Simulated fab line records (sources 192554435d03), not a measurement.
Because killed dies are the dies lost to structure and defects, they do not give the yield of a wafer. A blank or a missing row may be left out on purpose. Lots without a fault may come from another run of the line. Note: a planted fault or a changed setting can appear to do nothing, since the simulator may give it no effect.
A single fault, viewed from 2 desks    flow n5_finfet    numbers are kept per desk, each desk with only its own; the story behind them comes last

FROM THE METROLOGY DESK
What the gauges read for every lot (on any tool): the sampled wafers with a number, averaged. If a lot's mean is further than 4 standard deviations from the usual mean, the lot is out of limits and carries the mark OUT (the distance appears in the brackets). Readings shown: 7 of its 12, picked as those furthest out on some lot.
Columns: A = cd_nm at N5_BEOL_M1_CD_MEAS_18, usual 18.1 nm; B = cd_nm at N5_BEOL_M1_CD_MEAS_28, usual 23.90 nm; C = DIBL_N at N5_BEOL_M4_RC_MEAS_101, usual 36.1 mV/V; D = DIBL_P at N5_BEOL_M4_RC_MEAS_101, usual 36.3 mV/V; E = IOFF_N at N5_BEOL_M4_RC_MEAS_101, usual 0.16 nA/um; F = VT_N at N5_BEOL_M4_RC_MEAS_101, usual 249 mV; G = VT_P at N5_BEOL_M4_RC_MEAS_101, usual -250.0 mV
lot   first seen here  A     B      C     D     E     F    G
L229  day 6 06:02      18.0  23.61  34.4  35.0  0.14  254  -245.4
L230  day 6 16:01      18.0  23.86  36.3  36.9  0.19  245  -247.7
L231  day 6 16:19      17.4  24.20  36.7  36.6  0.16  252  -252.4
L232  day 6 17:50      17.3  23.68  34.6  32.2  0.11  255  -252.9
L234  day 7 05:26      18.6  24.35  36.0  37.4  0.16  252  -253.0
L236  day 7 21:26      18.0  24.08  34.9  34.3  0.13  252  -250.5
L238  day 8 07:28      17.5  23.69  35.6  35.6  0.15  252  -248.2
L242  day 9 13:14      18.1  23.60  39.0  40.3  0.22  244  -248.2
L245  day 10 05:00     18.1  24.00  35.1  35.8  0.15  248  -255.0
L246  day 10 13:38     18.4  24.02  34.7  35.7  0.15  252  -249.8
L250  day 11 16:25     17.7  23.90  36.9  37.4  0.18  250  -254.4
L252  day 11 23:42     18.1  23.66  35.5  35.8  0.15  251  -250.2
This desk's finding: nothing out of limits on any of the 12 lots.

DESK OF THE TOOL OWNER: rie_diel-02
The tool's own readings at N5_BEOL_M1_TRENCH_ETCH_37 (etches SiOC in C4F6/O2, target depth 55.207 nm, time 29 s): means of the sampled wafers that have a number, for each lot that ran on this tool. If a lot's mean is further than 4 standard deviations from the usual mean, the lot is out of limits and carries the mark OUT (the distance appears in the brackets).
Columns: A = drypump_motor_current_A at N5_BEOL_M1_TRENCH_ETCH_37, usual 6.0 A; B = oes_product_au at N5_BEOL_M1_TRENCH_ETCH_37, usual 0.79 a.u.; C = rf_vpp_V at N5_BEOL_M1_TRENCH_ETCH_37, usual 669 V; D = run_length_s at N5_BEOL_M1_TRENCH_ETCH_37, usual 52.3 s; E = showerhead_plenum_p_Torr at N5_BEOL_M1_TRENCH_ETCH_37, usual 2.82 Torr; F = throttle_valve_pct at N5_BEOL_M1_TRENCH_ETCH_37, usual 20.80 %
lot   first seen here  A    B     C    D                E     F
L229  day 6 08:53      5.7  0.69  672  52.0             2.69  21.14
L230  day 6 19:56      6.0  0.78  657  52.0             2.77  20.95
L232  day 6 20:25      5.8  0.71  682  52.1             2.69  20.94
L242  day 10 03:28     6.3  0.82  649  51.9             2.84  20.76
L245  day 10 08:54     6.2  0.79  650  50.9             2.81  20.90
L246  day 10 20:01     5.7  0.88  665  50.4 (-4.4) OUT  2.87  21.07
Finding of this desk: L246 out of limits; the first was L246 at day 10 20:01, on run_length_s at N5_BEOL_M1_TRENCH_ETCH_37. L229, L230, L232, L242, L245: within limits.

PUT TOGETHER
On L246, at day 10 20:01, an alarm was possible from the tool owner's desk.
At the metrology desk, nothing out of limits was observed.
The metrology desk holds a record of L246, inside its limits.
N5_BEOL_M1_TRENCH_ETCH_37 was run on rie_diel-02 by each of the lots named.

WHAT THE SIMULATOR HAD PUT IN
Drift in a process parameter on rie_diel-02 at N5_BEOL_M1_TRENCH_ETCH_37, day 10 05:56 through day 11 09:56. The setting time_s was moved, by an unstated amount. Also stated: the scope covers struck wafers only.
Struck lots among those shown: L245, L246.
How many hours passed from the start of the fault until each desk's first out-of-limits reading: the tool owner's desk, 14.
